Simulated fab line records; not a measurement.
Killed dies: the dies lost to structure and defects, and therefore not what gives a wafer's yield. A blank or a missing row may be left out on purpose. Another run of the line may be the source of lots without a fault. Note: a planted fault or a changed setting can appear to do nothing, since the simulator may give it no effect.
fab line records + flow nand-harc
[record]
- lots = 12
- wafers = 36
- last-day = 33
route steps=1302 shown A_CHANNEL_FILL_D2@613 A_STAIRCASE@645 END@1302
lots that met no fault: taken from a fault-free run of the same line
start-h: hours from the record's opening day to when the first of the lot's shown wafers began + wait-h: hours since the lot's step before + " repeats the value in the row above + L1.1+2: one row covering several wafers at once + - no value present, or no start provided + * or withheld: withheld + < > ~ a bound
route shown NAME@n: a module of which the file shows steps, and the number in the route of the first + usual: mean and standard deviation over wafers with no fault + same: alike in all rows + chamber/n: place in a boat + sites: readings site by site + _std_site: how widely they spread, as a standard deviation + _edge_site: mean of outer sites minus mean of inner sites + radius-mm: how far each site lies from the wafer's centre + mask NAME#n: copy n + behind: tool/chamber where the wafer was last shaped + hold: the reason the lot was held/the length of the hold in hours/how it ended + device: whichever transistor did not switch (one of n, p or np) + end of line: tests run on the same wafers once the route is complete + a step without rows: its recipe alone + killed: at the first sort, the dies lost to defects and structure; wafer yield is something else + map: the dies of a wafer, with x for killed, . for not killed, _ for no die there
set.NAME: the run value of the setting; set.NAME@STEP: its run value at that earlier step + model.NAME: the simulator's own value behind a step, which no gauge read
a sample of lots followed through the steps of the route, with each step as a table and each wafer as a row
services: the hour from which a tool's chamber was out of use, counted from the record's first day as start-h (under 0 if before that day), plus the number of hours and why
[[steps]]
[step NHARC_A_CHANNEL_FILL_D2_ALD_03]
[recipe]
- target-thk-a = 60
- pulse-time-s = 60
- ald-cycles = 58
- temp-c = 630
- pressure-torr = 2
- material = SiNx
[usual]
- precursor-pulse-height-rel = 1.001/0.019
[same]
- pulse-time-s = 60
| lot.wafer | tool             | chamber | start-h | wait-h | precursor-pulse-height-rel |
|-----------|------------------|---------|---------|--------|----------------------------|
| L556.3    | ald-sin-batch-03 | 0       | -       | -      | 1.006                      |
| L556.4    | "                | 0       | "       | "      | 0.995                      |
| L556.6    | "                | 0       | "       | "      | 0.983                      |
| L559.1    | ald-sin-batch-02 | 0       | -       | -      | 1.008                      |
| L559.4    | "                | 0       | "       | "      | 0.966                      |
| L559.5    | "                | 0       | "       | "      | 0.984                      |
| L560.2    | ald-sin-batch-01 | 0       | -       | -      | 0.980                      |
| L560.5    | "                | 0       | "       | "      | 0.999                      |
| L560.6    | "                | 0       | "       | "      | 1.000                      |
| L564.1    | ald-sin-batch-03 | 0       | -       | -      | 1.012                      |
| L564.5    | "                | 0       | "       | "      | 0.974                      |
| L564.6    | "                | 0       | "       | "      | 0.979                      |
| L565.1    | ald-sin-batch-02 | 0       | -       | -      | 1.000                      |
| L565.3    | "                | 0       | "       | "      | 1.026                      |
| L565.5    | "                | 0       | "       | "      | 0.980                      |
| L566.2    | ald-sin-batch-01 | 0       | -       | -      | 1.021                      |
| L566.4    | "                | 0       | "       | "      | 1.045                      |
| L566.6    | "                | 0       | "       | "      | 0.985                      |
| L567.1    | ald-sin-batch-01 | 0       | -       | -      | 1.003                      |
| L567.3    | "                | 0       | "       | "      | 0.985                      |
| L567.4    | "                | 0       | "       | "      | 1.041                      |
| L570.4    | ald-sin-batch-01 | 0       | -       | -      | 1.020                      |
| L570.5    | "                | 0       | "       | "      | 0.998                      |
| L570.6    | "                | 0       | "       | "      | 1.028                      |
| L571.1    | ald-sin-batch-03 | 0       | -       | -      | 1.032                      |
| L571.4    | "                | 0       | "       | "      | 1.036                      |
| L571.5    | "                | 0       | "       | "      | 0.988                      |
| L572.1    | ald-sin-batch-02 | 0       | -       | -      | 0.962                      |
| L572.4    | "                | 0       | "       | "      | 0.999                      |
| L572.5    | "                | 0       | "       | "      | 0.972                      |
| L573.1    | ald-sin-batch-02 | 0       | -       | -      | 1.012                      |
| L573.2    | "                | 0       | "       | "      | 0.998                      |
| L573.6    | "                | 0       | "       | "      | 1.020                      |
| L578.3    | ald-sin-batch-02 | 0       | -       | -      | 0.948                      |
| L578.4    | "                | 0       | "       | "      | 0.992                      |
| L578.6    | "                | 0       | "       | "      | 0.989                      |
[step NHARC_A_CHANNEL_FILL_D2_ETCHBACK_20]
[recipe]
- target-depth-a = 270
- time-s = 13.5
- c4f8-flow-sccm = withheld
- o2-flow-sccm = 8
- ar-flow-sccm = withheld
- rf-w = 600
- bias-w = 1500
- chemistry = C4F8/O2/Ar
[usual]
- oes-product-au = 0.987/0.022
- rf-fwd-power-W = 587.6/2.5
- rf-vpp-V = 982/4.6
| lot.wafer | tool        | chamber | start-h | wait-h | oes-product-au | rf-fwd-power-W | rf-hours-counter-h | rf-vpp-V |
|-----------|-------------|---------|---------|--------|----------------|----------------|--------------------|----------|
| L556.4    | rie-diel-10 | 2       | 323.62  | -      | 0.982          | 587.5          | 1.8                | 979      |
| L556.3    | "           | 3       | "       | "      | 1.001          | 590.8          | 1.8                | 982      |
| L556.6    | "           | 2       | "       | "      | 0.995          | 583.1          | -                  | 978      |
| L559.1    | rie-diel-11 | 1       | 363.77  | -      | 0.916          | 586.0          | 2.2                | 981      |
| L559.4    | "           | 3       | "       | "      | 0.923          | 586.7          | 2.3                | 986      |
| L559.5    | "           | 1       | "       | "      | 0.918          | 586.0          | -                  | 980      |
| L560.2    | rie-diel-11 | 0       | 372.46  | -      | 0.999          | 591.3          | 2.3                | 989      |
| L560.6    | "           | 3       | "       | "      | 1.004          | 586.3          | -                  | 985      |
| L560.5    | "           | 0       | "       | "      | 0.998          | 590.8          | -                  | 988      |
| L564.1    | rie-diel-11 | 0       | 426.46  | -      | 0.993          | 591.2          | 3.8                | 986      |
| L564.6    | "           | 3       | "       | "      | 0.985          | 585.4          | -                  | 987      |
| L564.5    | "           | 0       | "       | "      | 0.987          | 589.3          | -                  | 987      |
| L565.1    | rie-diel-10 | 1       | 430.77  | -      | 1.006          | 584.9          | 0.0                | 985      |
| L565.3    | "           | 2       | "       | "      | 0.998          | 587.4          | 0.0                | 982      |
| L565.5    | "           | 1       | "       | "      | 1.003          | 586.2          | -                  | 983      |
| L567.3    | rie-diel-11 | 3       | 442.06  | -      | 0.992          | 584.8          | 0                  | 986      |
| L567.1    | "           | 0       | "       | "      | 1.003          | 590.5          | 0                  | 987      |
| L567.4    | "           | 2       | "       | "      | 0.994          | 585.0          | 0                  | 987      |
| L566.4    | rie-diel-10 | 1       | 442.09  | -      | 1.018          | 587.1          | 0.1                | 983      |
| L566.2    | "           | 2       | "       | "      | 0.992          | 587.1          | 0.1                | 981      |
| L566.6    | "           | 1       | "       | "      | 1.011          | 588.2          | -                  | 984      |
| L570.4    | rie-diel-10 | 1       | 481.71  | -      | 0.972          | 586.0          | 1.4                | 984      |
| L570.5    | "           | 3       | "       | "      | 0.983          | 590.6          | -                  | 981      |
| L570.6    | "           | 0       | "       | "      | 0.976          | 586.4          | -                  | 974      |
| L571.1    | rie-diel-10 | 2       | 490.14  | -      | 0.990          | 585.6          | 1.6                | 979      |
| L571.4    | "           | 3       | "       | "      | 0.992          | 590.8          | 1.8                | 982      |
| L571.5    | "           | 1       | "       | "      | 0.989          | 582.8          | -                  | 984      |
| L573.2    | rie-diel-10 | 3       | 500.35  | -      | 0.992          | 593.9          | 1.9                | 981      |
| L573.1    | "           | 0       | "       | "      | 0.998          | 587.1          | 1.9                | 972      |
| L573.6    | "           | 1       | "       | "      | 0.997          | 584.9          | -                  | 984      |
| L572.1    | rie-diel-11 | 0       | 500.40  | -      | 0.979          | 587.4          | 1.7                | 989      |
| L572.4    | "           | 1       | "       | "      | 0.986          | 588.2          | 2.0                | 981      |
| L572.5    | "           | 2       | "       | "      | 0.976          | 588.2          | -                  | 986      |
| L578.4    | rie-diel-11 | 3       | 553.93  | -      | 1.009          | 585.1          | 3.0                | 987      |
| L578.3    | "           | 0       | "       | "      | 0.996          | 590.7          | 3.0                | 986      |
| L578.6    | "           | 3       | "       | "      | 1.007          | 587.4          | -                  | 986      |
[step NHARC_A_STAIRCASE_EXPOSE_163]
[recipe]
- na = 0.5
- dose-mj = 20.01
- mask-id = STAIR_OPEN
[usual]
- exposure-dose-mJ-cm2 = 20.013/0.019
- stage-vel-mm-s = 499.98/0.25
| lot.wafer | tool           | chamber | start-h | wait-h | mask         | exposure-dose-mJ-cm2 | stage-vel-mm-s |
|-----------|----------------|---------|---------|--------|--------------|----------------------|----------------|
| L556.3    | krf-scanner-03 | 0       | 358.92  | -      | STAIR_OPEN#0 | 20.018               | 500.59         |
| L556.4    | "              | 0       | "       | "      | STAIR_OPEN#0 | 20.012               | 500.43         |
| L556.6    | "              | 0       | "       | "      | STAIR_OPEN#0 | 20.017               | 500.38         |
| L559.1    | krf-scanner-02 | 0       | 385.38  | -      | STAIR_OPEN#0 | 20.025               | 499.54         |
| L559.4    | "              | 0       | "       | "      | STAIR_OPEN#0 | 20.012               | 500.16         |
| L559.5    | "              | 0       | "       | "      | STAIR_OPEN#0 | 20.018               | 499.82         |
| L560.2    | krf-scanner-03 | 0       | 397.74  | -      | STAIR_OPEN#0 | 20.029               | 500.15         |
| L560.5    | "              | 0       | "       | "      | STAIR_OPEN#0 | 19.988               | 499.49         |
| L560.6    | "              | 0       | "       | "      | STAIR_OPEN#0 | 19.978               | 499.74         |
| L564.1    | krf-scanner-02 | 0       | 451.82  | -      | STAIR_OPEN#0 | 20.042               | 499.82         |
| L564.5    | "              | 0       | "       | "      | STAIR_OPEN#0 | 20.026               | 500.02         |
| L564.6    | "              | 0       | "       | "      | STAIR_OPEN#0 | 20.018               | 499.71         |
| L565.1    | krf-scanner-03 | 0       | 456.57  | -      | STAIR_OPEN#0 | 19.999               | 499.62         |
| L565.3    | "              | 0       | "       | "      | STAIR_OPEN#0 | 20.016               | 499.86         |
| L565.5    | "              | 0       | "       | "      | STAIR_OPEN#0 | 20.006               | 499.60         |
| L567.1    | krf-scanner-01 | 0       | 467.10  | -      | STAIR_OPEN#0 | 20.039               | 499.80         |
| L567.3    | "              | 0       | "       | "      | STAIR_OPEN#0 | 20.051               | 499.73         |
| L567.4    | "              | 0       | "       | "      | STAIR_OPEN#0 | 20.015               | 500.13         |
| L566.2    | krf-scanner-03 | 0       | 467.28  | -      | STAIR_OPEN#0 | 19.997               | 500.21         |
| L566.4    | "              | 0       | "       | "      | STAIR_OPEN#0 | 20.013               | 499.76         |
| L566.6    | "              | 0       | "       | "      | STAIR_OPEN#0 | 20.016               | 499.71         |
| L570.4    | krf-scanner-03 | 0       | 506.72  | -      | STAIR_OPEN#0 | 21.791               | 499.63         |
| L570.5    | "              | 0       | "       | "      | STAIR_OPEN#0 | 21.778               | 499.83         |
| L570.6    | "              | 0       | "       | "      | STAIR_OPEN#0 | 21.812               | 499.97         |
| L571.1    | krf-scanner-03 | 0       | 514.71  | -      | STAIR_OPEN#0 | 21.800               | 500.09         |
| L571.4    | "              | 0       | "       | "      | STAIR_OPEN#0 | 21.796               | 499.77         |
| L571.5    | "              | 0       | "       | "      | STAIR_OPEN#0 | 21.802               | 499.42         |
| L573.1    | krf-scanner-02 | 0       | 526.21  | -      | STAIR_OPEN#0 | 19.985               | 500.07         |
| L573.2    | "              | 0       | "       | "      | STAIR_OPEN#0 | 20.003               | 499.98         |
| L573.6    | "              | 0       | "       | "      | STAIR_OPEN#0 | 20.013               | 500.03         |
| L572.1    | krf-scanner-03 | 0       | 526.37  | -      | STAIR_OPEN#0 | 21.790               | 500.30         |
| L572.4    | "              | 0       | "       | "      | STAIR_OPEN#0 | 21.819               | 500.05         |
| L572.5    | "              | 0       | "       | "      | STAIR_OPEN#0 | 21.812               | 500.06         |
| L578.3    | krf-scanner-02 | 0       | 580.17  | -      | STAIR_OPEN#0 | 20.018               | 499.82         |
| L578.4    | "              | 0       | "       | "      | STAIR_OPEN#0 | 20.021               | 500.27         |
| L578.6    | "              | 0       | "       | "      | STAIR_OPEN#0 | 19.982               | 500.19         |
[step NHARC_A_STAIRCASE_STRIP_171]
[recipe]
- power-w = 1500
- temp-c = 250
- chemistry = O2
[usual]
- drypump-motor-current-A = 5.5/0.58
- heater-power-w = 363/23
| lot.wafer | tool            | chamber | start-h | wait-h | drypump-motor-current-A | heater-power-w | rf-hours-counter-h |
|-----------|-----------------|---------|---------|--------|-------------------------|----------------|--------------------|
| L556.4    | plasma-asher-01 | 1       | 359.76  | -      | 6.0                     | 353            | -                  |
| L556.3    | "               | 0       | "       | "      | 6.3                     | 332            | -                  |
| L556.6    | "               | 1       | "       | "      | 5.9                     | 357            | -                  |
| L559.1    | plasma-asher-02 | 0       | 386.14  | -      | 5.2                     | 396            | 26                 |
| L559.4    | "               | 0       | "       | "      | 5.2                     | 391            | -                  |
| L559.5    | "               | 0       | "       | "      | 5.2                     | 391            | -                  |
| L560.2    | plasma-asher-02 | 1       | 398.43  | -      | 4.8                     | 365            | 28                 |
| L560.5    | "               | 1       | "       | "      | 4.8                     | 359            | -                  |
| L560.6    | "               | 0       | "       | "      | 5.2                     | 387            | -                  |
| L564.1    | plasma-asher-02 | 0       | 453.86  | -      | 5.2                     | 392            | 3                  |
| L564.5    | "               | 0       | "       | "      | 5.1                     | 397            | -                  |
| L564.6    | "               | 1       | "       | "      | 4.8                     | 374            | -                  |
| L565.1    | plasma-asher-01 | 1       | 457.26  | -      | 6.0                     | 351            | 21                 |
| L565.3    | "               | 1       | "       | "      | 6.0                     | 359            | -                  |
| L565.5    | "               | 1       | "       | "      | 6.0                     | 345            | -                  |
| L567.1    | plasma-asher-01 | 1       | 467.84  | -      | 5.9                     | 356            | 24                 |
| L567.3    | "               | 0       | "       | "      | 6.3                     | 320            | -                  |
| L567.4    | "               | 1       | "       | "      | 6.0                     | 365            | -                  |
| L566.2    | plasma-asher-02 | 0       | 468.02  | -      | 5.2                     | 390            | 6                  |
| L566.4    | "               | 0       | "       | "      | 5.2                     | 392            | -                  |
| L566.6    | "               | 0       | "       | "      | 5.2                     | 381            | -                  |
| L570.4    | plasma-asher-01 | 0       | 507.54  | -      | 6.2                     | 323            | -                  |
| L570.6    | "               | 1       | "       | "      | 5.9                     | 363            | -                  |
| L570.5    | "               | 0       | "       | "      | 6.3                     | 317            | -                  |
| L571.1    | plasma-asher-02 | 1       | 515.41  | -      | 4.8                     | 360            | 16                 |
| L571.4    | "               | 1       | "       | "      | 4.8                     | 367            | -                  |
| L571.5    | "               | 1       | "       | "      | 4.8                     | 373            | -                  |
| L573.1    | plasma-asher-02 | 1       | 527.04  | -      | 4.8                     | 371            | 20                 |
| L573.2    | "               | 0       | "       | "      | 5.2                     | 390            | 20                 |
| L573.6    | "               | 0       | "       | "      | 5.2                     | 384            | -                  |
| L572.1    | plasma-asher-02 | 0       | 527.37  | -      | 5.2                     | 393            | 20                 |
| L572.4    | "               | 0       | "       | "      | 5.2                     | 393            | -                  |
| L572.5    | "               | 0       | "       | "      | 5.2                     | 393            | -                  |
| L578.4    | plasma-asher-02 | 1       | 580.96  | -      | 4.8                     | 361            | -                  |
| L578.3    | "               | 0       | "       | "      | 5.2                     | 401            | -                  |
| L578.6    | "               | 1       | "       | "      | 4.8                     | 365            | -                  |
[step NHARC_END_SORT_01]
[recipe]
- temp-c = 25
[usual]
- killed-at-array = 51/18
- killed-at-other = 1.0/1.2
- killed-at-periphery = 3.7/2.9
- killed-dies = 55/19
- killed-open = 3.5/1.9
- killed-short = 2.6/1.6
[same]
- gross-dies = 677
| lot.wafer | tool      | chamber | start-h | wait-h | killed-at-array | killed-at-other | killed-at-periphery | killed-dies | killed-open | killed-short |
|-----------|-----------|---------|---------|--------|-----------------|-----------------|---------------------|-------------|-------------|--------------|
| L570.4    | prober-02 | 0       | 722.08  | 3.3    | 73              | 2               | 8                   | 83          | 3           | 3            |
| L570.5    | prober-02 | 0       | 722.86  | 3.6    | 73              | 1               | 8                   | 82          | 1           | 2            |
| L570.6    | prober-02 | 0       | 723.64  | 3.9    | 49              | 0               | 10                  | 59          | 5           | 3            |
| L571.1    | prober-01 | 0       | 730.61  | 2.5    | 50              | 2               | 8                   | 60          | 5           | 6            |
| L571.4    | prober-01 | 0       | 733.00  | 3.4    | 72              | 1               | 6                   | 79          | 6           | 3            |
| L571.5    | prober-01 | 0       | 733.80  | 3.7    | 59              | 1               | 5                   | 65          | 2           | 4            |
// killed by level:class
L570.4 A_CHANNEL_HOLE_D1:chamber-film-flake=28 A_CHANNEL_HOLE_D2:chamber-film-flake=21 A_CONTACT:chamber-film-flake=9 A_WL_FILL:chamber-film-flake=5 P_BONDPAD:chamber-film-flake=4 A_SLIT:chamber-film-flake=4 P_ZERO_WELL:chamber-film-flake=3 THIN_TSV:chamber-film-flake=2
L570.5 A_CHANNEL_HOLE_D1:chamber-film-flake=28 A_CHANNEL_HOLE_D2:chamber-film-flake=22 A_CONTACT:chamber-film-flake=10 A_SLIT:chamber-film-flake=4 A_STAIRCASE:chamber-film-flake=4 P_CONTACT:chamber-film-flake=3 P_ZERO_WELL:chamber-film-flake=2 P_BONDPAD:chamber-film-flake=2
L570.6 A_CHANNEL_HOLE_D1:chamber-film-flake=20 A_CHANNEL_HOLE_D2:chamber-film-flake=8 A_SLIT:chamber-film-flake=5 A_CONTACT:chamber-film-flake=5 P_BONDPAD:chamber-film-flake=4 P_CONTACT:chamber-film-flake=3 A_STAIRCASE:chamber-film-flake=3 A_CHANNEL_FILL_D2:geometric-particle:open=2
L571.1 A_CHANNEL_HOLE_D1:chamber-film-flake=15 A_CHANNEL_HOLE_D2:chamber-film-flake=12 A_SLIT:chamber-film-flake=10 P_STI:chamber-film-flake=3 A_WL_FILL:chamber-film-flake=3 P_M1:geometric-particle:open=2 A_CHANNEL_FILL_D2:geometric-particle:short=2 A_WL_FILL:geometric-particle:short=2
L571.4 A_SLIT:chamber-film-flake=28 A_CHANNEL_HOLE_D2:chamber-film-flake=19 A_CHANNEL_HOLE_D1:chamber-film-flake=8 A_CONTACT:chamber-film-flake=5 A_WL_FILL:chamber-film-flake=4 A_CHANNEL_FILL_D1:geometric-particle:open=3 A_CHANNEL_FILL_D2:geometric-particle:open=2 P_STI:chamber-film-flake=2
L571.5 A_SLIT:chamber-film-flake=36 A_CHANNEL_HOLE_D2:chamber-film-flake=12 A_CHANNEL_HOLE_D1:chamber-film-flake=3 A_WL_FILL:chamber-film-flake=3 A_ONON_D1:geometric-particle:short=2 P_GATE:chamber-film-flake=2 P_M1:geometric-particle:open=1 P_M2:geometric-particle:open=1
[[services]]
| tool             | chamber | start-h | hours | kind   |
|------------------|---------|---------|-------|--------|
| krf-scanner-01   | -       | 298.88  | 1.1   | repair |
| krf-scanner-02   | -       | 310.41  | 1.0   | repair |
| krf-scanner-01   | -       | 335.21  | 4.0   | pm     |
| plasma-asher-01  | -       | 342.29  | 9.0   | pm     |
| rie-diel-11      | 2       | 364.01  | 38.6  | repair |
| krf-scanner-01   | -       | 370.67  | 0.8   | repair |
| krf-scanner-03   | -       | 401.18  | 4.0   | pm     |
| krf-scanner-02   | -       | 406.92  | 6.2   | repair |
| rie-diel-10      | -       | 419.50  | 9.0   | pm     |
| plasma-asher-02  | -       | 428.22  | 9.0   | pm     |
| rie-diel-11      | -       | 432.50  | 9.0   | pm     |
| krf-scanner-02   | -       | 438.00  | 4.0   | pm     |
| rie-diel-11      | 0       | 454.71  | 8.3   | repair |
| krf-scanner-03   | -       | 461.34  | 1.7   | repair |
| plasma-asher-01  | -       | 464.66  | 0.5   | repair |
| ald-sin-batch-01 | -       | 464.82  | 4.6   | repair |
| krf-scanner-02   | -       | 465.26  | 35.0  | repair |
| ald-sin-batch-01 | -       | 508.45  | 26.0  | pm     |
| ald-sin-batch-03 | -       | 515.81  | 6.6   | repair |
| plasma-asher-01  | -       | 519.29  | 9.0   | pm     |
| rie-diel-11      | 2       | 529.20  | 7.6   | repair |
| plasma-asher-02  | -       | 547.20  | 2.0   | repair |
| krf-scanner-03   | -       | 573.18  | 4.0   | pm     |
| rie-diel-10      | -       | 577.78  | 0.6   | repair |
[[key]]
[first-sign]
- step = NHARC_A_STAIRCASE_EXPOSE_163
- reading = exposure-dose-mJ-cm2
- direction = up
- sigmas = 96
- usual = 20.013
- struck = 21.800
effect none on later readings
met-at NHARC_A_STAIRCASE_EXPOSE_163
struck-lots L570,L571,L572
tester-left-out L570,L571,L572
not-acting-at NHARC_A_CHANNEL_FILL_D2_ALD_03,NHARC_A_CHANNEL_FILL_D2_ETCHBACK_20,NHARC_A_STAIRCASE_STRIP_171
onset-between 467.28 506.72
[fault]
- kind = process-parameter-drift
- tool = krf-scanner-03
- chamber = -
- onset-h = 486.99
- steps = NHARC_A_STAIRCASE_EXPOSE_163
- channel = dose-mj
- offset = 1.785
- shape = step
- acts-in = these-recipes-only
- stated = 20.01
// tester-left-out: of these lots the tester's yield and bins aren't shown, on N5 and GAA mostly nor the transistor test; their killed dies are dies lost to structure and defects alone, not to doping, threshold or leakage, so they don't give the yield
